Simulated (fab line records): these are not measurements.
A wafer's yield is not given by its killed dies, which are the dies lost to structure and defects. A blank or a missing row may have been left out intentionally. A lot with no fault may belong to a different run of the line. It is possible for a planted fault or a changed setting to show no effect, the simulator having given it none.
Chamber matching / flow nand harc / rie diel-11 running NHARC_A_WL_FILL_STRIP_29: 4 sister chambers
The step strips in O2, time 20 s. 16 wafers are shown with their chamber, then 8 later ones without.

WAFERS, EACH WITH ITS CHAMBER
wafer=L081.1; chamber=0; drypump motor current A (A)=5.8; rf vpp V (V)=56.2; oes product au (a.u.)=0.991
wafer=L081.3; chamber=1; drypump motor current A (A)=5.5; rf vpp V (V)=56.9; oes product au (a.u.)=1.017
wafer=L081.5; chamber=3; drypump motor current A (A)=6.0; rf vpp V (V)=59.1; oes product au (a.u.)=0.984
wafer=L084.1; chamber=3; drypump motor current A (A)=6.0; rf vpp V (V)=58.6; oes product au (a.u.)=0.999
wafer=L084.2; chamber=1; drypump motor current A (A)=5.5; rf vpp V (V)=57.5; oes product au (a.u.)=1.003
wafer=L084.3; chamber=0; drypump motor current A (A)=5.8; rf vpp V (V)=56.2; oes product au (a.u.)=1.000
wafer=L086.1; chamber=3; drypump motor current A (A)=6.0; rf vpp V (V)=60.7; oes product au (a.u.)=1.002
wafer=L086.2; chamber=1; drypump motor current A (A)=5.5; rf vpp V (V)=56.7; oes product au (a.u.)=1.009
wafer=L086.6; chamber=1; drypump motor current A (A)=5.5; rf vpp V (V)=58.3; oes product au (a.u.)=1.012
wafer=L087.1; chamber=1; drypump motor current A (A)=5.5; rf vpp V (V)=59.0; oes product au (a.u.)=1.001
wafer=L087.2; chamber=2; drypump motor current A (A)=5.6; rf vpp V (V)=58.5; oes product au (a.u.)=0.982
wafer=L087.4; chamber=3; drypump motor current A (A)=6.0; rf vpp V (V)=59.4; oes product au (a.u.)=0.996
wafer=L094.1; chamber=3; drypump motor current A (A)=6.0; rf vpp V (V)=56.8; oes product au (a.u.)=0.995
wafer=L094.2; chamber=2; drypump motor current A (A)=5.6; rf vpp V (V)=58.3; oes product au (a.u.)=0.994
wafer=L094.3; chamber=1; drypump motor current A (A)=5.4; rf vpp V (V)=57.4; oes product au (a.u.)=0.992
wafer=L092.3; chamber=3; drypump motor current A (A)=6.0; rf vpp V (V)=57.6; oes product au (a.u.)=0.994

SIGNATURES (means of the wafers above)
reading=drypump motor current A; chamber 0=5.800; chamber 1=5.483; chamber 2=5.600; chamber 3=6.000; scatter within a chamber=0.0264
reading=rf vpp V; chamber 0=56.200; chamber 1=57.633; chamber 2=58.400; chamber 3=58.700; scatter within a chamber=1.05
reading=oes product au; chamber 0=0.99550; chamber 1=1.00567; chamber 2=0.98800; chamber 3=0.99500; scatter within a chamber=0.00761
Rule: distance of a wafer from a chamber = root of the sum over the readings of ((wafer's reading minus chamber's mean) / reading's scatter) squared. If the next closest chamber is less than 2 further off than the closest, the wafer can't be placed; otherwise it belongs to the closest. The scatter: the root of (the sum of the squares of (reading less its chamber's mean) over the shown wafers, divided by (wafers less chambers)).

WAFERS WITH NO CHAMBER GIVEN
wafer=L092.5; drypump motor current A (A)=6.0; rf vpp V (V)=58.1; oes product au (a.u.)=1.000
wafer=L092.6; drypump motor current A (A)=5.5; rf vpp V (V)=57.4; oes product au (a.u.)=1.009
wafer=L096.1; drypump motor current A (A)=6.0; rf vpp V (V)=57.4; oes product au (a.u.)=0.990
wafer=L096.2; drypump motor current A (A)=5.5; rf vpp V (V)=58.8; oes product au (a.u.)=0.997
wafer=L096.3; drypump motor current A (A)=5.6; rf vpp V (V)=59.8; oes product au (a.u.)=1.003
wafer=L097.2; drypump motor current A (A)=5.8; rf vpp V (V)=57.8; oes product au (a.u.)=0.989
wafer=L097.3; drypump motor current A (A)=5.6; rf vpp V (V)=58.4; oes product au (a.u.)=0.984
wafer=L097.6; drypump motor current A (A)=6.0; rf vpp V (V)=56.0; oes product au (a.u.)=0.999

THE CHAMBER EACH PASSED THROUGH
wafer=L092.5; from the rows above=3; in truth=3
wafer=L092.6; from the rows above=1; in truth=1
wafer=L096.1; from the rows above=3; in truth=3
wafer=L096.2; from the rows above=1; in truth=1
wafer=L096.3; from the rows above=2; in truth=2
wafer=L097.2; from the rows above=0; in truth=0
wafer=L097.3; from the rows above=2; in truth=2
wafer=L097.6; from the rows above=3; in truth=3
8 of 8 placed correctly. Left unplaced by these rows: 0. Number placed wrongly: 0.
